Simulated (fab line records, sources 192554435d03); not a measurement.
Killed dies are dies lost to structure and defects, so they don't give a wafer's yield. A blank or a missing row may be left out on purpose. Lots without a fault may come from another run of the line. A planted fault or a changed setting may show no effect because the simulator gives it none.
fab line records | flow n5_finfet
record lots=15 wafers=41 last_day=18
route steps=1938 shown BEOL_M3@931
lots that met no fault: from a run of the same line without faults
start_h: hours from the record's first day to the start of the lot's first wafer shown | wait_h: hours since the lot's step before | " the same as in the row above | L1.1+2: a row that stands for several wafers | - no value, or no start given | * or withheld: withheld | < > ~ a bound
route shown NAME@n: a module of which the file shows steps, and the number in the route of the first | usual: mean/standard deviation of fault-free wafers | same: alike in all rows | chamber/n: place in a boat | sites: the reading at each site | _std_site: their standard deviation | _edge_site: outer sites' mean less inner sites' | radius_mm: how far each site lies from the wafer's centre | mask NAME#n: copy n | behind: the tool/chamber that last shaped the wafer | hold: why the lot was held/for how many hours/how that ended | device: the transistor (n, p or np) that didn't switch | end of line: the same wafers' tests at the end of the route | a step without rows: its recipe alone | killed: dies lost to structure and defects at the first sort, not the wafer's yield | map: a wafer's dies, x killed, . not, _ none there
set.NAME: the setting as run; set.NAME@STEP: as run at that earlier step | model.NAME: the simulator's own value behind a step, which no gauge read
steps of the route over a sample of lots; a table a step, a row a wafer
services: from which hour (start_h, from the record's first day; less than 0 if before it) a tool's chamber was out of use, for how many hours, and why
## steps
# step N5_BEOL_M3_ILD_DEP_00
# recipe material=SiOC target_thk_a=790 temp_c=350 precursor=DEMS/O2 pressure_torr=5 rf_w=500 time_s=15.3
# usual heater_power_w=474/49 showerhead_plenum_p_Torr=5.691/0.013 throttle_valve_pct=11.7/0.54
# same time_s=15.3
# columns lot.wafer tool chamber start_h wait_h heater_power_w showerhead_plenum_p_Torr throttle_valve_pct
L561.1 pecvd-01 0 142.40 0.0 468 5.691 11.8
L561.2 " 1 " " 459 5.701 11.4
L561.5 " 2 " " 406 5.711 11.5
L563.1 pecvd-02 2 149.39 0.0 514 5.681 12.1
L563.2 " 0 " " 427 5.681 11.7
L563.3 " 1 " " 497 5.708 12.5
L566.2 pecvd-02 1 164.70 0.0 514 5.715 12.5
L566.3 " 2 " " 424 5.675 11.9
L566.4 " 0 " " 465 5.675 12.2
L565.1 pecvd-02 2 164.84 0.0 494 5.671 12.0
L565.3 " 1 " " 550 5.713 12.5
L565.4 " 0 " " 489 5.685 12.0
L567.2 pecvd-01 0 183.86 0.0 489 5.700 11.5
L567.3 " 2 " " 391 5.697 11.7
L567.4 " 0 " " 475 5.705 11.8
L573.4 pecvd-04 1 221.72 0.1 460 5.676 11.2
L573.6 " 0 " " 463 5.687 11.3
L574.3 pecvd-02 2 222.28 0.0 404 5.667 12.1
L574.4 " 2 " " 416 5.690 11.8
L574.5 " 0 " " 440 5.678 12.0
L575.1 pecvd-04 1 236.52 0.0 434 5.682 11.3
L575.2 " 2 " " 563 5.687 10.8
L575.5 " 2 " " 570 5.709 10.9
L577.4 pecvd-01 2 251.17 0.1 400 5.674 11.9
L577.5 " 1 " " 412 5.709 11.7
L577.6 " 0 " " 465 5.695 11.6
L576.4 pecvd-02 1 251.18 0.1 507 5.707 12.8
L576.5 " 2 " " 518 5.696 11.9
L581.2 pecvd-01 1 259.77 0.0 456 5.692 11.6
L581.3 " 0 " " 436 5.693 11.8
L581.4 " 1 " " 469 5.713 11.3
L580.1 pecvd-01 0 264.86 0.0 513 5.704 11.6
L580.4 " 2 " " 438 5.703 11.8
L580.5 " 1 " " 417 5.707 11.5
L582.4 pecvd-04 1 271.90 0.1 483 5.673 11.2
L582.5 " 0 " " 442 5.691 11.6
L583.1 pecvd-02 2 296.55 0.0 477 5.688 11.9
L583.3 " 0 " " 465 5.701 11.8
L584.2 pecvd-02 2 303.48 0.0 432 5.673 11.8
L584.4 " 1 " " 508 5.691 12.5
L584.5 " 2 " " 441 5.694 11.9
# step N5_BEOL_M3_OVL_MEAS_12
# recipe points_per_wafer=522
# usual M3_OVL=0.2/0.72
# columns lot.wafer tool chamber start_h wait_h M3_OVL[nm]
L561.1 overlay-02 0 144.91 0.0 0.4
L561.2 " 0 " " -0.9
L561.5 " 0 " " 0.0
L563.1 overlay-01 0 151.72 0.0 0.3
L563.2 " 0 " " -0.2
L563.3 " 0 " " 0.1
L566.2 overlay-01 0 168.78 0.0 1.0
L566.3 " 0 " " 0.1
L566.4 " 0 " " 0.5
L565.1 overlay-01 0 168.85 0.0 0.6
L565.3 " 0 " " 0.1
L565.4 " 0 " " 0.7
L567.2 overlay-02 0 185.68 0.0 1.4
L567.3 " 0 " " 1.6
L567.4 " 0 " " 1.2
L573.4 overlay-02 0 222.85 0.0 -0.1
L573.6 " 0 " " -0.1
L574.3 overlay-01 0 226.39 0.0 -0.5
L574.4 " 0 " " 0.1
L574.5 " 0 " " 0.1
L575.1 overlay-02 0 237.85 0.0 -0.1
L575.2 " 0 " " -0.4
L575.5 " 0 " " -0.6
L577.4 overlay-02 0 252.51 0.0 0.3
L577.5 " 0 " " 0.7
L577.6 " 0 " " 0.3
L576.4 overlay-01 0 252.74 0.0 0.2
L576.5 " 0 " " 2.4
L581.2 overlay-01 0 260.96 0.0 0.6
L581.3 " 0 " " 1.8
L581.4 " 0 " " 0.4
L580.1 overlay-02 0 268.51 0.0 -0.4
L580.4 " 0 " " -0.7
L580.5 " 0 " " -0.1
L582.4 overlay-01 0 272.67 0.0 0.5
L582.5 " 0 " " 0.0
L583.1 overlay-01 0 299.83 0.0 0.8
L583.3 " 0 " " 0.1
L584.2 overlay-01 0 304.26 0.0 -0.4
L584.4 " 0 " " 0.3
L584.5 " 0 " " -0.6
# step N5_BEOL_M3_PEB_26
# recipe peb_temp_c=100 peb_time_s=60 resist=CAR-EUV
# usual chill_plate_temp_C=22.99/0.11 exhaust_pa=44.8/0.89 peb_time_s=60/0
# columns lot.wafer tool chamber start_h wait_h chill_plate_temp_C exhaust_pa peb_time_s
L561.1 litho_track-02 0 145.69 0.1 22.82 45.3 60
L561.2 " 0 " " 22.97 45.0 60
L561.5 " 0 " " 23.10 45.8 60
L563.1 litho_track-02 0 152.52 0.1 23.04 43.9 60
L563.2 " 0 " " 22.90 44.8 60
L563.3 " 0 " " 23.08 44.9 60
L566.2 litho_track-04 - 169.71 0.1 - - -
L566.3 " - " " - - -
L566.4 " - " " - - -
L565.1 litho_track-05 - 169.77 0.1 - - -
L565.3 " - " " - - -
L565.4 " - " " - - -
L567.2 litho_track-02 - 186.72 0.1 - - -
L567.3 " - " " - - -
L567.4 " - " " - - -
L573.4 litho_track-02 0 223.99 0.0 22.96 44.6 60
L573.6 " 0 " " 22.97 44.9 60
L574.3 litho_track-02 0 227.38 0.1 22.97 45.1 60
L574.4 " 0 " " 23.09 43.9 60
L574.5 " 0 " " 22.92 44.5 60
L575.1 litho_track-05 0 238.74 0.1 22.91 45.8 60
L575.2 " 0 " " 22.99 45.8 60
L575.5 " 0 " " 23.02 45.9 60
L577.4 litho_track-05 0 253.82 0.0 22.79 46.0 60
L577.5 " 0 " " 22.74 44.8 60
L577.6 " 0 " " 22.89 45.6 60
L576.4 litho_track-05 0 254.57 0.0 23.00 46.0 60
L576.5 " 0 " " 22.99 44.8 60
L581.2 litho_track-04 0 261.86 0.1 23.01 45.2 60
L581.3 " 0 " " 22.94 43.8 60
L581.4 " 0 " " 22.96 44.9 60
L580.1 litho_track-05 0 269.28 0.1 22.79 44.9 60
L580.4 " 0 " " 22.81 45.1 60
L580.5 " 0 " " 22.78 46.5 60
L582.4 litho_track-02 0 273.47 0.0 22.95 44.5 60
L582.5 " 0 " " 22.93 45.0 60
L583.1 litho_track-05 0 300.75 0.1 22.95 43.8 60
L583.3 " 0 " " 22.99 43.8 60
L584.2 litho_track-05 0 305.32 0.1 23.05 45.0 60
L584.4 " 0 " " 23.20 45.7 60
L584.5 " 0 " " 23.22 43.9 60
# step N5_BEOL_M3_ALD_98
# recipe material=SiO2 target_thk_a=25 temp_c=100 ald_precursor_family=BDEAS ald_co_reactant=O2-plasma pulse_time_s=1 co_reactant_pulse_time_s=1 purge_time_s=2 co_reactant_purge_time_s=2 ald_cycles=17 pressure_torr=2
# usual heater_power_w=79/9.8 precursor_pulse_height_rel=1.000/0.02
# same ald_cycles=17 pulse_time_s=1
# columns lot.wafer tool chamber start_h wait_h heater_power_w precursor_pulse_height_rel
L561.1 ald_sin-03 0 146.08 0.1 69 1.010
L561.2 " 3 " " 82 1.008
L561.5 " 0 " " 69 1.006
L563.1 ald_sin-03 3 152.90 0.1 81 1.001
L563.2 " 2 " " 67 1.000
L563.3 " 0 " " 69 0.998
L566.2 ald_sin-04 2 170.03 0.1 72 0.993
L566.3 " 0 " " 75 0.998
L566.4 " 1 " " 97 1.043
L565.1 ald_sin-01 1 170.09 0.1 64 0.998
L565.3 " 0 " " 84 1.018
L565.4 " 1 " " 66 0.976
L567.2 ald_sin-01 2 187.08 0.1 89 0.961
L567.3 " 1 " " 63 0.988
L567.4 " 3 " " 88 1.015
L573.4 ald_sin-01 0 224.66 0.4 83 1.003
L573.6 " 3 " " 87 0.998
L574.3 ald_sin-04 3 227.77 0.1 83 1.024
L574.4 " 0 " " 73 0.998
L574.5 " 1 " " 94 0.942
L575.1 ald_sin-03 2 239.07 0.1 63 0.991
L575.2 " 0 " " 73 1.014
L575.5 " 0 " " 74 1.016
L577.4 ald_sin-03 2 254.86 0.2 63 1.025
L577.5 " 0 " " 74 0.975
L577.6 " 1 " " 73 0.992
L576.4 ald_sin-04 3 255.55 0.1 85 0.991
L576.5 " 3 " " 82 1.002
L581.2 ald_sin-04 1 262.92 0.1 96 0.972
L581.3 " 0 " " 73 0.959
L581.4 " 3 " " 82 1.018
L580.1 ald_sin-01 1 270.75 1.2 64 1.034
L580.4 " 0 " " 84 0.976
L580.5 " 1 " " 64 0.999
L582.4 ald_sin-01 3 274.08 0.3 87 0.988
L582.5 " 2 " " 88 1.013
L583.1 ald_sin-01 3 301.07 0.1 89 1.014
L583.3 " 0 " " 83 1.012
L584.2 ald_sin-04 2 305.88 0.2 72 1.002
L584.4 " 0 " " 77 0.950
L584.5 " 0 " " 77 1.021
## services
# columns tool chamber start_h hours kind
pecvd-01 - 120.19 2.0 repair
pecvd-01 - 126.90 0.9 repair
ald_sin-04 3 139.48 - calibration
ald_sin-04 0 164.70 5.0 repair
pecvd-04 - 170.44 0.4 repair
ald_sin-03 - 176.75 14.0 pm
pecvd-04 - 190.11 0.7 repair
ald_sin-03 - 192.51 1.3 repair
ald_sin-01 0 201.35 5.4 repair
pecvd-04 2 206.38 3.8 repair
pecvd-02 - 222.95 4.3 pm
ald_sin-04 - 225.66 1.4 repair
pecvd-01 0 235.44 5.5 scheduled_down
ald_sin-04 0 247.35 4.6 repair
ald_sin-04 - 268.49 14.0 pm
ald_sin-04 0 268.49 14.0 vent_cycle
ald_sin-04 1 268.49 14.0 vent_cycle
ald_sin-04 2 268.49 14.0 vent_cycle
ald_sin-04 3 268.49 14.0 vent_cycle
pecvd-02 - 271.36 6.0 pm
ald_sin-04 0 282.49 - clean
ald_sin-04 1 282.49 - clean
ald_sin-04 2 282.49 - clean
ald_sin-01 - 289.02 1.0 repair
## key
first_sign step=N5_BEOL_M3_PEB_26 reading=tool_record direction=missing
effect none on later readings
met_at N5_BEOL_M3_PEB_26
struck_lots L565,L566,L567
later_rows_left_out L565.1,L565.3,L565.4,L566.2,L566.3,L566.4,L567.2,L567.3,L567.4
sort_left_out L565.1,L565.3,L565.4,L566.2,L566.3,L566.4,L567.2,L567.3,L567.4
not_acting_at N5_BEOL_M3_ILD_DEP_00,N5_BEOL_M3_OVL_MEAS_12,N5_BEOL_M3_ALD_98
onset_between 152.52 169.71
fault kind=skipped_step_whole tool=litho_track-02,litho_track-04,litho_track-05 chamber=- onset_h=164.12 steps=N5_BEOL_M3_PEB_26 scope=struck_lots_only
# sort_left_out: the simulated sort isn't trusted on such a fault, so these wafers' sort isn't shown, and their yield isn't known
# later_rows_left_out: the simulator's readings of these wafers behind a module that went badly wrong aren't trusted and aren't shown, but for the sort
